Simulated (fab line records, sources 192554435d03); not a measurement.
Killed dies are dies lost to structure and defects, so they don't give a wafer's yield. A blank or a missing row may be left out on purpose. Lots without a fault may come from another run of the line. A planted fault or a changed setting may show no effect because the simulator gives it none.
Which tool did it? | flow n5_finfet | 21 lots, 63 wafers sampled, at 6 steps of a route of 1938

WHAT THE GAUGES READ, wafer by wafer
N5_BEOL_M0_SAQP_CD_MEAS_29: target cd 14.4 nm. Usual: cd_nm 15.01 nm, standard deviation 0.23.
lot  | measured     | on        | cd_nm (nm)        | flag
L074 | day 5 18:47  | cd_sem-03 | 14.91 15.10 15.17 |
L075 | day 5 23:36  | cd_sem-03 | 15.26 15.21 15.01 |
L076 | day 6 15:29  | cd_sem-03 | 14.51 14.95 14.59 |
L077 | day 7 03:16  | cd_sem-01 | 14.96 15.10 14.90 |
L079 | day 7 07:22  | cd_sem-03 | 14.90 14.98 15.16 |
L080 | day 7 07:37  | cd_sem-02 | 14.98 14.69 14.67 |
L081 | day 7 11:07  | cd_sem-01 | 15.29 15.11 15.01 |
L083 | day 8 00:10  | cd_sem-03 | 14.93 15.30 14.73 |
L084 | day 8 08:57  | cd_sem-03 | 15.13 15.31 14.77 |
L085 | day 8 10:23  | cd_sem-01 | 14.72 14.80 14.80 |
L086 | day 9 03:27  | cd_sem-01 | 15.03 15.13 15.35 |
L087 | day 9 06:14  | cd_sem-03 | 15.26 15.07 15.30 |
L088 | day 9 13:13  | cd_sem-01 | 14.97 15.49 14.96 |
L089 | day 9 17:37  | cd_sem-03 | 14.76 14.70 14.95 |
L090 | day 9 22:10  | cd_sem-01 | 14.77 15.16 15.09 |
L091 | day 10 03:22 | cd_sem-02 | 15.16 14.89 15.21 |
L092 | day 10 05:13 | cd_sem-03 | 14.70 15.14 15.24 |
L093 | day 10 16:01 | cd_sem-03 | 15.06 15.43 15.01 |
L095 | day 11 01:52 | cd_sem-03 | 14.98 15.34 15.01 |
L097 | day 11 09:43 | cd_sem-01 | 14.83 15.30 14.75 |
L096 | day 11 11:56 | cd_sem-03 | 14.33 14.36 15.08 |

WHICH TOOL RAN EACH LOT (tool, then ch and the chambers of the sampled wafers, then the start)
lot  | N5_MOL_CONTACT_COAG_STRIP_96       | N5_MOL_CONTACT_COAG_ETCH_66        | N5_MOL_CONTACT_COAG_ETCH_124       | N5_BEOL_M0_SAQP_STRIP_86           | N5_BEOL_M0_SAQP_RECESS_104
L074 | rie_diel-03 ch 1,3, day 5 03:13    | rie_diel-03 ch 0,1, day 5 03:59    | rie_diel-02 ch 0,1,2, day 5 05:08  | rie_diel-06 ch 0,1,3, day 5 15:02  | vapor_etch-02 ch 0,1, day 5 16:36
L075 | rie_diel-04 ch 0,3, day 5 12:19    | rie_diel-02 ch 0,2,3, day 5 13:23  | rie_diel-04 ch 0,1,2, day 5 13:59  | rie_diel-01 ch 2,3, day 5 20:13    | vapor_etch-02 ch 0,1, day 5 22:06
L076 | rie_diel-04 ch 0,2,3, day 6 03:17  | rie_diel-04 ch 1,2,3, day 6 04:11  | rie_diel-02 ch 1,2, day 6 04:38    | rie_diel-01 ch 0,2,3, day 6 10:58  | vapor_etch-02 ch 1, day 6 13:37
L077 | rie_diel-02 ch 1,2, day 6 14:01    | rie_diel-03 ch 0,1,2, day 6 15:04  | rie_diel-03 ch 0,3, day 6 15:50    | rie_diel-06 ch 1,2, day 6 23:34    | vapor_etch-02 ch 0,1, day 7 01:39
L079 | rie_diel-04 ch 0,3, day 6 17:29    | rie_diel-02 ch 0,1,2, day 6 18:40  | rie_diel-04 ch 0,1,3, day 6 19:11  | rie_diel-06 ch 0,1,2, day 7 03:52  | vapor_etch-01 ch 0,1, day 7 05:44
L080 | rie_diel-03 ch 1,2,3, day 6 19:52  | rie_diel-02 ch 1,2,3, day 6 20:45  | rie_diel-03 ch 0,1,3, day 6 21:16  | rie_diel-06 ch 1,2,3, day 7 03:55  | vapor_etch-01 ch 0,1, day 7 06:14
L081 | rie_diel-02 ch 2,3, day 6 23:01    | rie_diel-04 ch 0,3, day 6 23:55    | rie_diel-04 ch 0,1, day 7 00:22    | rie_diel-05 ch 0,1,2, day 7 07:58  | vapor_etch-01 ch 0,1, day 7 09:33
L083 | rie_diel-03 ch 0,1, day 7 11:33    | rie_diel-02 ch 0,3, day 7 12:26    | rie_diel-03 ch 0,3, day 7 13:19    | rie_diel-01 ch 1,2, day 7 20:59    | vapor_etch-02 ch 0,1, day 7 22:36
L084 | rie_diel-03 ch 1,2, day 7 18:14    | rie_diel-04 ch 1,2,3, day 7 19:15  | rie_diel-03 ch 0,2, day 7 19:47    | rie_diel-06 ch 1,2,3, day 8 05:28  | vapor_etch-02 ch 1, day 8 07:05
L085 | rie_diel-02 ch 2,3, day 7 22:34    | rie_diel-04 ch 1,2, day 7 23:23    | rie_diel-02 ch 0,1, day 8 00:10    | rie_diel-01 ch 1,2,3, day 8 06:47  | vapor_etch-02 ch 1, day 8 08:19
L086 | rie_diel-02 ch 1,2, day 8 16:50    | rie_diel-03 ch 2,3, day 8 17:36    | rie_diel-03 ch 0,1,3, day 8 18:12  | rie_diel-05 ch 0,1,2, day 9 00:30  | vapor_etch-01 ch 1, day 9 01:57
L087 | rie_diel-02 ch 0,1, day 8 17:10    | rie_diel-02 ch 0,3, day 8 17:56    | rie_diel-04 ch 0,2, day 8 18:29    | rie_diel-05 ch 0,2, day 9 03:01    | vapor_etch-01 ch 0,1, day 9 04:43
L088 | rie_diel-03 ch 0,1, day 9 00:35    | rie_diel-02 ch 0,1,3, day 9 02:04  | rie_diel-04 ch 0,2,3, day 9 02:37  | rie_diel-01 ch 1,2,3, day 9 08:46  | vapor_etch-02 ch 0,1, day 9 11:04
L089 | rie_diel-03 ch 0,2, day 9 02:32    | rie_diel-04 ch 0,2,3, day 9 03:29  | rie_diel-02 ch 0,2, day 9 03:56    | rie_diel-01 ch 1,2, day 9 14:30    | vapor_etch-02 ch 1, day 9 15:58
L090 | rie_diel-02 ch 0,2,3, day 9 11:06  | rie_diel-04 ch 0,1,3, day 9 11:52  | rie_diel-04 ch 0,1, day 9 12:34    | rie_diel-05 ch 1,2, day 9 19:02    | vapor_etch-01 ch 0,1, day 9 20:29
L091 | rie_diel-02 ch 0,1,2, day 9 15:04  | rie_diel-03 ch 0,1, day 9 15:50    | rie_diel-03 ch 0,2, day 9 16:37    | rie_diel-01 ch 0,1,2, day 9 23:29  | vapor_etch-01 ch 0,1, day 10 01:41
L092 | rie_diel-03 ch 0,1,2, day 9 17:22  | rie_diel-03 ch 0,2,3, day 9 18:09  | rie_diel-04 ch 0,2,3, day 9 18:35  | rie_diel-01 ch 1,2,3, day 10 01:55 | vapor_etch-01 ch 0,1, day 10 03:37
L093 | rie_diel-03 ch 1,2,3, day 10 02:05 | rie_diel-02 ch 1,2, day 10 03:02   | rie_diel-04 ch 2,3, day 10 03:29   | rie_diel-05 ch 0,3, day 10 11:03   | vapor_etch-02 ch 0,1, day 10 12:30
L095 | rie_diel-03 ch 0,2,3, day 10 10:11 | rie_diel-04 ch 0,1,3, day 10 11:04 | rie_diel-02 ch 0,1,2, day 10 11:31 | rie_diel-01 ch 0,2,3, day 10 20:25 | vapor_etch-01 ch 0,1, day 10 22:13
L097 | rie_diel-02 ch 1,2,3, day 10 21:33 | rie_diel-03 ch 0,2, day 10 22:19   | rie_diel-02 ch 2,3, day 10 22:46   | rie_diel-06 ch 2,3, day 11 05:28   | vapor_etch-01 ch 0,1, day 11 07:26
L096 | rie_diel-04 ch 1,3, day 10 23:51   | rie_diel-04 ch 0,3, day 11 00:44   | rie_diel-03 ch 2,3, day 11 01:31   | rie_diel-06 ch 1,2,3, day 11 08:59 | vapor_etch-01 ch 1, day 11 10:26
- N5_MOL_CONTACT_COAG_STRIP_96: strips in N2/H2.
- N5_MOL_CONTACT_COAG_ETCH_66: etches SiARC in CF4, target depth 13 nm, time 21.7 s.
- N5_MOL_CONTACT_COAG_ETCH_124: etches SiNx in CH3F/O2, stops on SiOC, target depth 6.5 nm.
- N5_BEOL_M0_SAQP_STRIP_86: strips in N2/H2.
- N5_BEOL_M0_SAQP_RECESS_104: chemistry HF/NH3, target SiO2, target depth 18 nm, afs cycles 3, sublimation time 60 s.

WHAT THE TOOLS THEMSELVES READ (means of the sampled wafers that have a number; where no wafer has one, the mark that the record gives instead)
N5_MOL_CONTACT_COAG_STRIP_96. Usual: bias_power_w 28.00 W, standard deviation 0.085; drypump_motor_current_A 5.7 A, standard deviation 0.47; oes_product_au 0.77 a.u., standard deviation 0.08; rf_vpp_V 121.9 V, standard deviation 1.2; showerhead_plenum_p_Torr 3.36 Torr, standard deviation 0.11; throttle_valve_pct 18.9 %, standard deviation 0.43.
lot  | tool        | bias_power_w (W) | drypump_motor_current_A (A) | oes_product_au (a.u.) | rf_vpp_V (V) | showerhead_plenum_p_Torr (Torr) | throttle_valve_pct (%) | flag
L074 | rie_diel-03 | 27.96            | 5.6                         | 0.76                  | 121.3        | 3.26                            | 18.9                   |
L075 | rie_diel-04 | 28.04            | 6.5                         | 0.87                  | 120.7        | 3.35                            | 18.9                   |
L076 | rie_diel-04 | 28.00            | 6.3                         | 0.78                  | 121.1        | 3.28                            | 18.9                   |
L077 | rie_diel-02 | 28.07            | 5.6                         | 0.72                  | 122.3        | 3.48                            | 19.5                   |
L079 | rie_diel-04 | 28.01            | 6.6                         | 0.76                  | 121.1        | 3.28                            | 19.0                   |
L080 | rie_diel-03 | 28.05            | 5.5                         | 0.79                  | 121.8        | 3.32                            | 18.7                   |
L081 | rie_diel-02 | 28.04            | 5.4                         | 0.72                  | 122.0        | 3.44                            | 19.5                   |
L083 | rie_diel-03 | 28.10            | 5.4                         | 0.82                  | 122.2        | 3.40                            | 18.8                   |
L084 | rie_diel-03 | 28.02            | 5.4                         | 0.82                  | 122.2        | 3.38                            | 18.5                   |
L085 | rie_diel-02 | 27.94            | 5.5                         | 0.73                  | 122.0        | 3.39                            | 19.3                   |
L086 | rie_diel-02 | 27.95            | 5.6                         | 0.71                  | 122.3        | 3.48                            | 19.5                   |
L087 | rie_diel-02 | 28.01            | 5.9                         | 0.72                  | 122.1        | 3.37                            | 18.9                   |
L088 | rie_diel-03 | 27.93            | 5.5                         | 0.76                  | 122.5        | 3.37                            | 19.2                   |
L089 | rie_diel-03 | 27.95            | 5.5                         | 0.77                  | 121.8        | 3.36                            | 18.9                   |
L090 | rie_diel-02 | 27.99            | 5.4                         | 0.72                  | 121.7        | 3.33                            | 19.1                   |
L091 | rie_diel-02 | 28.03            | 5.6                         | 0.71                  | 122.6        | 3.37                            | 19.1                   |
L092 | rie_diel-03 | 27.89            | 5.5                         | 0.78                  | 121.8        | 3.37                            | 18.9                   |
L093 | rie_diel-03 | 27.95            | 5.5                         | 0.84                  | 122.5        | 3.44                            | 18.6                   |
L095 | rie_diel-03 | 28.01            | 5.6                         | 0.81                  | 121.5        | 3.42                            | 18.9                   |
L097 | rie_diel-02 | 27.99            | 5.7                         | 0.71                  | 122.3        | 3.42                            | 19.3                   |
L096 | rie_diel-04 | 27.99            | 6.4                         | 0.88                  | 122.6        | 3.36                            | 18.6                   |

N5_MOL_CONTACT_COAG_ETCH_66. Usual: cf4_flow_sccm 100.1 sccm, standard deviation 0.32; drypump_motor_current_A 5.9 A, standard deviation 0.51; etch_rf_on_time_s 21.7 s, standard deviation 0.5; oes_product_au 0.67 a.u., standard deviation 0.081; rf_vpp_V 184.1 V, standard deviation 1.3; showerhead_plenum_p_Torr 2.14 Torr, standard deviation 0.077; throttle_valve_pct 15.59 %, standard deviation 0.2.
lot  | tool        | cf4_flow_sccm (sccm) | drypump_motor_current_A (A) | etch_rf_on_time_s (s) | oes_product_au (a.u.) | rf_vpp_V (V) | showerhead_plenum_p_Torr (Torr) | throttle_valve_pct (%) | flag
L074 | rie_diel-03 | 100.4                | 5.4                         | 21.7                  | 0.72                  | 184.8        | 2.16                            | 15.35                  |
L075 | rie_diel-02 | 99.8                 | 5.4                         | 21.6                  | 0.63                  | 184.1        | 2.13                            | 15.64                  |
L076 | rie_diel-04 | 100.4                | 6.1                         | 21.6                  | 0.67                  | 183.4        | 2.11                            | 15.63                  |
L077 | rie_diel-03 | 99.8                 | 5.4                         | 21.4                  | 0.69                  | 184.0        | 2.15                            | 15.37                  |
L079 | rie_diel-02 | 100.1                | 5.6                         | 22.3                  | 0.60                  | 184.6        | 2.15                            | 15.68                  |
L080 | rie_diel-02 | 100.2                | 5.7                         | 21.5                  | 0.62                  | 184.9        | 2.18                            | 15.70                  |
L081 | rie_diel-04 | 100.3                | 6.5                         | 21.7                  | 0.71                  | 184.2        | 2.13                            | 15.70                  |
L083 | rie_diel-02 | 99.9                 | 5.4                         | 21.7                  | 0.62                  | 183.1        | 2.07                            | 15.53                  |
L084 | rie_diel-04 | 99.9                 | 6.1                         | 21.9                  | 0.65                  | 182.6        | 2.11                            | 15.66                  |
L085 | rie_diel-04 | 100.5                | 6.1                         | 21.5                  | 0.59                  | 183.6        | 2.08                            | 15.69                  |
L086 | rie_diel-03 | 100.2                | 5.6                         | 21.8                  | 0.77                  | 185.9        | 2.23                            | 15.41                  |
L087 | rie_diel-02 | 100.2                | 5.4                         | 21.7                  | 0.61                  | 183.5        | 2.07                            | 15.55                  |
L088 | rie_diel-02 | 100.1                | 5.7                         | 21.9                  | 0.61                  | 184.4        | 2.12                            | 15.59                  |
L089 | rie_diel-04 | 100.1                | 6.2                         | 22.1                  | 0.71                  | 185.0        | 2.16                            | 15.65                  |
L090 | rie_diel-04 | 99.9                 | 6.5                         | 21.4                  | 0.80                  | 185.3        | 2.18                            | 15.43                  |
L091 | rie_diel-03 | 99.9                 | 5.5                         | 21.3                  | 0.65                  | 184.4        | 2.13                            | 15.47                  |
L092 | rie_diel-03 | 99.9                 | 5.6                         | 21.5                  | 0.71                  | 185.2        | 2.18                            | 15.44                  |
L093 | rie_diel-02 | 100.1                | 5.5                         | 22.1                  | 0.59                  | 184.6        | 2.19                            | 15.86                  |
L095 | rie_diel-04 | 99.9                 | 6.5                         | 21.4                  | 0.78                  | 184.3        | 2.18                            | 15.44                  |
L097 | rie_diel-03 | 99.9                 | 5.5                         | 21.2                  | 0.66                  | 184.3        | 2.13                            | 15.45                  |
L096 | rie_diel-04 | 100.0                | 6.6                         | 21.6                  | 0.75                  | 185.1        | 2.24                            | 15.57                  |

N5_MOL_CONTACT_COAG_ETCH_124. Usual: drypump_motor_current_A 5.8 A, standard deviation 0.48; oes_product_au 0.66 a.u., standard deviation 0.075; rf_vpp_V 300 V, standard deviation 6.9; showerhead_plenum_p_Torr 2.00 Torr, standard deviation 0.078; throttle_valve_pct 16.32 %, standard deviation 0.22.
lot  | tool        | drypump_motor_current_A (A) | oes_product_au (a.u.) | rf_vpp_V (V) | showerhead_plenum_p_Torr (Torr) | throttle_valve_pct (%) | flag
L074 | rie_diel-02 | 5.6                         | 0.62                  | 301          | 2.02                            | 16.36                  |
L075 | rie_diel-04 | 6.2                         | 0.60                  | 297          | 1.92                            | 16.45                  |
L076 | rie_diel-02 | 5.5                         | 0.61                  | 301          | 2.07                            | 16.54                  |
L077 | rie_diel-03 | 5.7                         | 0.62                  | 289          | 1.93                            | 16.47                  |
L079 | rie_diel-04 | 6.5                         | 0.65                  | 300          | 1.97                            | 16.46                  |
L080 | rie_diel-03 | 5.5                         | 0.66                  | 294          | 1.96                            | 16.24                  |
L081 | rie_diel-04 | 6.4                         | 0.58                  | 293          | 1.94                            | 16.45                  |
L083 | rie_diel-03 | 5.6                         | 0.62                  | 294          | 1.95                            | 16.33                  |
L084 | rie_diel-03 | 5.5                         | 0.67                  | 303          | 2.01                            | 16.13                  |
L085 | rie_diel-02 | 5.9                         | 0.61                  | 305          | 2.01                            | 16.29                  |
L086 | rie_diel-03 | 5.5                         | 0.72                  | 296          | 2.04                            | 16.11                  |
L087 | rie_diel-04 | 6.0                         | 0.67                  | 302          | 1.97                            | 16.41                  |
L088 | rie_diel-04 | 6.2                         | 0.71                  | 305          | 2.02                            | 16.37                  |
L089 | rie_diel-02 | 5.3                         | 0.61                  | 298          | 1.95                            | 16.35                  |
L090 | rie_diel-04 | 6.6                         | 0.80                  | 303          | 2.07                            | 16.13                  |
L091 | rie_diel-03 | 5.5                         | 0.65                  | 303          | 2.00                            | 16.15                  |
L092 | rie_diel-04 | 6.2                         | 0.71                  | 304          | 2.02                            | 16.40                  |
L093 | rie_diel-04 | 5.9                         | 0.64                  | 301          | 1.94                            | 16.49                  |
L095 | rie_diel-02 | 5.6                         | 0.60                  | 301          | 2.00                            | 16.43                  |
L097 | rie_diel-02 | 5.3                         | 0.60                  | 298          | 2.04                            | 16.62                  |
L096 | rie_diel-03 | 5.6                         | 0.74                  | 293          | 2.10                            | 16.18                  |

N5_BEOL_M0_SAQP_STRIP_86. Usual: bias_power_w 27.99 W, standard deviation 0.083; drypump_motor_current_A 5.9 A, standard deviation 0.43; oes_product_au 0.76 a.u., standard deviation 0.058; rf_vpp_V 121.8 V, standard deviation 1.5; showerhead_plenum_p_Torr 3.38 Torr, standard deviation 0.13; throttle_valve_pct 18.8 %, standard deviation 0.37.
lot  | tool        | bias_power_w (W) | drypump_motor_current_A (A) | oes_product_au (a.u.) | rf_vpp_V (V) | showerhead_plenum_p_Torr (Torr) | throttle_valve_pct (%) | flag
L074 | rie_diel-06 | 28.05            | 5.7                         | 0.81                  | 121.7        | 3.34                            | 19.1                   |
L075 | rie_diel-01 | 27.99            | 5.9                         | 0.74                  | 122.3        | 3.40                            | 18.8                   |
L076 | rie_diel-01 | 28.00            | 5.9                         | 0.77                  | 122.6        | 3.42                            | 18.8                   |
L077 | rie_diel-06 | 28.07            | 6.2                         | 0.77                  | 121.2        | 3.36                            | 18.9                   |
L079 | rie_diel-06 | 28.08            | 5.7                         | 0.76                  | 122.1        | 3.31                            | 19.0                   |
L080 | rie_diel-06 | 27.92            | 6.2                         | 0.80                  | 121.2        | 3.39                            | 19.0                   |
L081 | rie_diel-05 | 28.03            | 5.8                         | 0.73                  | 122.0        | 3.29                            | 19.0                   |
L083 | rie_diel-01 | 28.00            | 6.3                         | 0.77                  | 121.8        | 3.40                            | 18.2                   |
L084 | rie_diel-06 | 27.99            | 6.1                         | 0.79                  | 121.5        | 3.38                            | 19.0                   |
L085 | rie_diel-01 | 27.99            | 6.2                         | 0.75                  | 120.3        | 3.39                            | 18.5                   |
L086 | rie_diel-05 | 27.98            | 5.8                         | 0.71                  | 120.9        | 3.29                            | 19.0                   |
L087 | rie_diel-05 | 28.15            | 5.6                         | 0.70                  | 121.1        | 3.37                            | 19.2                   |
L088 | rie_diel-01 | 27.94            | 6.1                         | 0.75                  | 121.5        | 3.39                            | 18.5                   |
L089 | rie_diel-01 | 27.93            | 6.3                         | 0.76                  | 120.9        | 3.40                            | 18.3                   |
L090 | rie_diel-05 | 27.93            | 5.8                         | 0.69                  | 121.7        | 3.35                            | 18.9                   |
L091 | rie_diel-01 | 27.97            | 6.1                         | 0.77                  | 121.5        | 3.41                            | 18.5                   |
L092 | rie_diel-01 | 27.96            | 6.1                         | 0.74                  | 121.9        | 3.39                            | 18.6                   |
L093 | rie_diel-05 | 27.99            | 5.7                         | 0.73                  | 121.0        | 3.39                            | 19.2                   |
L095 | rie_diel-01 | 28.01            | 5.8                         | 0.75                  | 121.1        | 3.40                            | 18.8                   |
L097 | rie_diel-06 | 28.00            | 6.3                         | 0.73                  | 120.2        | 3.33                            | 19.0                   |
L096 | rie_diel-06 | 27.98            | 6.2                         | 0.77                  | 121.2        | 3.37                            | 19.0                   |

N5_BEOL_M0_SAQP_RECESS_104. Usual: drypump_motor_current_A 5.7 A, standard deviation 0.53; foreline_p_Torr 0.1280 Torr, standard deviation 0.00042.
lot  | tool          | drypump_motor_current_A (A) | foreline_p_Torr (Torr) | flag
L074 | vapor_etch-02 | 6.1                         | 0.1282                 |
L075 | vapor_etch-02 | 6.2                         | 0.1280                 |
L076 | vapor_etch-02 | 6.3                         | 0.1273                 |
L077 | vapor_etch-02 | 6.1                         | 0.1277                 |
L079 | vapor_etch-01 | 5.3                         | 0.1277                 |
L080 | vapor_etch-01 | 5.1                         | 0.1278                 |
L081 | vapor_etch-01 | 5.3                         | 0.1281                 |
L083 | vapor_etch-02 | 6.1                         | 0.1277                 |
L084 | vapor_etch-02 | 6.3                         | 0.1275                 |
L085 | vapor_etch-02 | 6.3                         | 0.1289                 |
L086 | vapor_etch-01 | 5.5                         | 0.1277                 |
L087 | vapor_etch-01 | 5.1                         | 0.1278                 |
L088 | vapor_etch-02 | 6.2                         | 0.1281                 |
L089 | vapor_etch-02 | 6.3                         | 0.1278                 |
L090 | vapor_etch-01 | 5.3                         | 0.1284                 |
L091 | vapor_etch-01 | 5.2                         | 0.1282                 |
L092 | vapor_etch-01 | 5.1                         | 0.1280                 |
L093 | vapor_etch-02 | 6.1                         | 0.1276                 |
L095 | vapor_etch-01 | 5.3                         | 0.1278                 |
L097 | vapor_etch-01 | 5.3                         | 0.1282                 |
L096 | vapor_etch-01 | 5.5                         | 0.1279                 |

THE ANSWER, worked out from the rows above alone
Rule: a lot is off if the mean of its wafers that have a number lies more than 3 standard deviations from the usual mean. A lot without any number at a reading at which 4 lots or more have one is off too. The other lots that the step has rows for count as sound. The gauges are gone through in route order, then the tools' own readings, and for those a lot's mean is taken as printed above. The first step at which some lot is off is used, and at that step the reading that is off furthest; a lot without a number counts as furthest.
No lot is off at any reading shown: from this, nothing can be told.

WHAT THE SIMULATOR HAD PUT IN
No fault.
